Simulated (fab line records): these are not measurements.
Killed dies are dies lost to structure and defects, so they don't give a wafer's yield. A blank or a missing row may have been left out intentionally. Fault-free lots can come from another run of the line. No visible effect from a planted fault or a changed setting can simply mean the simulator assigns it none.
Chamber matching -- flow n5_finfet -- N5_BEOL_M7_DESCUM_33 on rie_diel-06 has 4 sister chambers
The step chemistry O2, time 7 s. 18 wafers are shown with their chamber, then 9 later ones without.

WAFERS WITH THEIR CHAMBER
wafer,chamber,drypump_motor_current_A (A),showerhead_plenum_p_Torr (Torr),throttle_valve_pct (%)
L077.4,0,5.3,2.20,20.57
L077.5,2,5.0,2.15,20.52
L077.6,1,6.0,2.17,20.81
L080.2,3,4.9,1.98,20.97
L080.3,0,5.3,2.20,20.57
L080.6,1,5.9,2.17,20.82
L081.2,1,5.9,2.17,20.84
L081.5,0,5.3,2.20,20.57
L081.6,1,5.9,2.17,20.83
L082.1,2,5.0,2.15,20.53
L082.3,1,5.9,2.17,20.82
L082.4,0,5.3,2.20,20.58
L084.2,3,4.9,1.97,20.97
L084.3,0,5.3,2.20,20.59
L084.6,3,4.9,1.97,20.98
L090.2,1,5.9,2.16,20.85
L090.4,1,5.9,2.16,20.85
L090.5,2,5.0,2.14,20.56

SIGNATURES (means of the wafers above)
reading,chamber 0,chamber 1,chamber 2,chamber 3,scatter within a chamber
drypump_motor_current_A,5.300,5.914,5.000,4.900,0.0247
showerhead_plenum_p_Torr,2.2000,2.1671,2.1467,1.9733,0.00444
throttle_valve_pct,20.5760,20.8314,20.5367,20.9733,0.014
Rule: for a wafer and a chamber, the distance is found by dividing, reading by reading, the gap between the wafer's reading and the chamber's mean by the reading's scatter, squaring, summing and taking the root. If the next closest chamber is less than 2 further off than the closest, the wafer can't be placed; otherwise it belongs to the closest. The scatter: the root of (the sum of the squares of (reading less its chamber's mean) over the shown wafers, divided by (wafers less chambers)).

WAFERS WITHOUT THEIR CHAMBER
wafer,drypump_motor_current_A (A),showerhead_plenum_p_Torr (Torr),throttle_valve_pct (%)
L092.1,5.0,2.14,20.57
L092.4,5.3,2.19,20.61
L092.6,5.9,2.16,20.84
L094.2,4.9,2.23,20.62
L094.3,5.9,2.16,20.83
L094.5,4.9,2.23,20.61
L097.1,5.1,2.14,20.58
L097.4,5.3,2.19,20.63
L097.5,5.0,2.14,20.60

WHICH CHAMBER EACH ONE RAN IN
wafer,from the rows above,in truth
L092.1,2,2
L092.4,0,0
L092.6,1,1
L094.2,0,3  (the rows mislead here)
L094.3,1,1
L094.5,0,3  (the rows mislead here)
L097.1,2,2
L097.4,0,0
L097.5,2,2
Correctly placed: 7 of 9. From these rows, 0 cannot be placed. Wrongly placed: 2.
